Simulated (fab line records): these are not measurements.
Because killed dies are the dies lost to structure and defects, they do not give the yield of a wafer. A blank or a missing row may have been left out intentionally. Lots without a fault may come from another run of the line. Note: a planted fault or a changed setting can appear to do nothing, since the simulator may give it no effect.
Struck lot and sound lot, side by side :: flow nand harc :: 28 out of 1159 route steps
Sound: these wafers, L897.1, L897.5, L897.6. Wafers L903.1, L903.3, L903.4 were the ones struck. The cause is named last.
At each step with rows: each side's tool, then ch and its chambers, then its first start. Under that, the readings that differ: sound wafers :: struck wafers :: difference of the means :: sigmas: that difference in standard deviations of wafers without a fault.
alike: a reading whose means differ by less than 2 such deviations, as well as words and numbers matching on both sides. not compared: withheld readings; readings where some wafer has no value; bounds like >300 that might hide an equal value; numbers whose values overlap and for which the record gives no deviation.
A row with sigmas, a row that says differs or no value, or rows on one side alone: a step with any of these is where the two part. Numbers that have no deviation but don't overlap get no sigmas and don't part them. A reading that every wafer of one side lacks parts them only if that side has two wafers or more.

first, 1 step without rows for these wafers: NHARC_A_CONTACT_ETCH_122 (etches the open film in C4F8/O2/Ar, time 95 s, target depth 930 nm).
NHARC_A_CONTACT_ETCH_123: etches the open film in C4F8/O2/Ar, time 253 s, target depth 1090 nm.
  sound on har cap etch-01 ch 0,1, day 18 08:25; struck on har cap etch-01 ch 0,1, day 19 23:21
  not compared: rf hours counter h
NHARC_A_CONTACT_ETCH_90: etches the open film in CH3F/O2, target depth 40 nm, time 85.7 s.
  sound on rie diel-11 ch 0,2,3, day 18 09:02; struck on rie diel-01 ch 0,1,3, day 19 23:57
  alike: bias w, drypump motor current A, oes product au, rf vpp V, showerhead plenum p Torr, throttle valve pct
  not compared: rf hours counter h
then, 1 step without rows for these wafers: NHARC_A_CONTACT_ETCH_96 (etches the open film in C4F6/O2, target depth 20 nm, time 10 s).
NHARC_A_CONTACT_CD_MEAS_53:
  sound: cd sem-03 at day 18 09:14; struck: cd sem-01 at day 20 00:10
  alike: cd nm
then, 4 steps without rows for these wafers: NHARC_A_CONTACT_STRIP_99 (strips in N2/H2); NHARC_A_CONTACT_STRIP_100 (strips in CF4/CHF3); NHARC_A_CONTACT_STRIP_101 (strips in O2/COS); NHARC_A_CONTACT_ETCH_102 (etches the open film in CF4/O2, target depth 70 nm, overetch 7 nm, time 38.5 s).
NHARC_A_CONTACT_STRIP_55: strips in O2.
  sound on rie diel-11 ch 1,2,3; struck on rie diel-11 ch 0,1,3
  alike: drypump motor current A, oes product au, rf vpp V, showerhead plenum p Torr, throttle valve pct
  not compared: rf hours counter h
then, 1 step without rows for these wafers: NHARC_A_CONTACT_STRIP_56 (strips in post etch residue remover, time 600 s).
NHARC_A_CONTACT_DEP_57: deposits aC, target thk 2800 nm.
  sound on acl dep-02 ch 0, day 18 13:15; struck on acl dep-03 ch 0, day 20 01:07
  alike: throttle valve pct
NHARC_A_CONTACT_DEP_58: deposits SiON, target thk 60 nm.
  sound on pecvd-02 ch 0,1, day 18 15:02; struck on pecvd-02 ch 0,1, day 20 02:50
  alike: heater power w
then, 10 steps without rows for these wafers: NHARC_A_CONTACT_DEHYDRATE_59 (time 120 s); NHARC_A_CONTACT_HMDS_60 (time 30 s); NHARC_A_CONTACT_COAT_61 (time 75 s); NHARC_A_CONTACT_COAT_62 (time 65 s); NHARC_A_CONTACT_COAT_63 (resist thk 90 nm); NHARC_A_CONTACT_SOFTBAKE_64 (time 55 s); NHARC_A_CONTACT_EBR_65; NHARC_A_CONTACT_EXPOSE_66 (exposes mask A CC 2); NHARC_A_CONTACT_PEB_67 (peb time 65 s); NHARC_A_CONTACT_DEVELOP_68 (develop time 35 s).
NHARC_A_CONTACT_CD_MEAS_69: the cd target is 200 nm.
  sound on cd sem-01 ch 0, day 18 15:43; struck on cd sem-01 ch 0, day 20 03:34
  alike: cd nm
NHARC_A_CONTACT_OVL_MEAS_70:
  sound: overlay-02 at day 18 15:49; struck: overlay-01 at day 20 03:40
reading: overlay x nm (nm)
sound: -0.8 -0.9 -0.7
struck: 1.0 1.3 1.4
difference: +2.0
sigmas: +3
  alike: overlay y nm
NHARC_A_CONTACT_INSPECT_71:
  sound: defect inspect-02 at day 18 15:51; struck: defect inspect-01 at day 20 03:41
reading: raw defect count
sound: 25 21 21
struck: 398 426 413
difference: +390
sigmas: +24
NHARC_A_CONTACT_DESCUM_74: chemistry O2, time 3 s.
  sound on rie diel-01 ch 0,1,2, day 18 15:56; struck on rie diel-01 ch 1,2,3, day 20 03:46
  alike: drypump motor current A, oes product au, rf vpp V, showerhead plenum p Torr, throttle valve pct
  not compared: rf hours counter h
-- the record jumps here: 3 days lie between the struck wafers' starts before and after (it left off in module A_CONTACT and takes up again in module END, whose first step shown is number 1159 of the route) --
NHARC_END_SORT_01:
  here the record holds rows for the struck wafers (prober-02 ch 0, day 22 17:08) but none for the sound ones

== WHERE THEY PART ==
At NHARC_A_CONTACT_OVL_MEAS_70 first; at NHARC_END_SORT_01 last (within this record only).

WHY: what the simulator had put in
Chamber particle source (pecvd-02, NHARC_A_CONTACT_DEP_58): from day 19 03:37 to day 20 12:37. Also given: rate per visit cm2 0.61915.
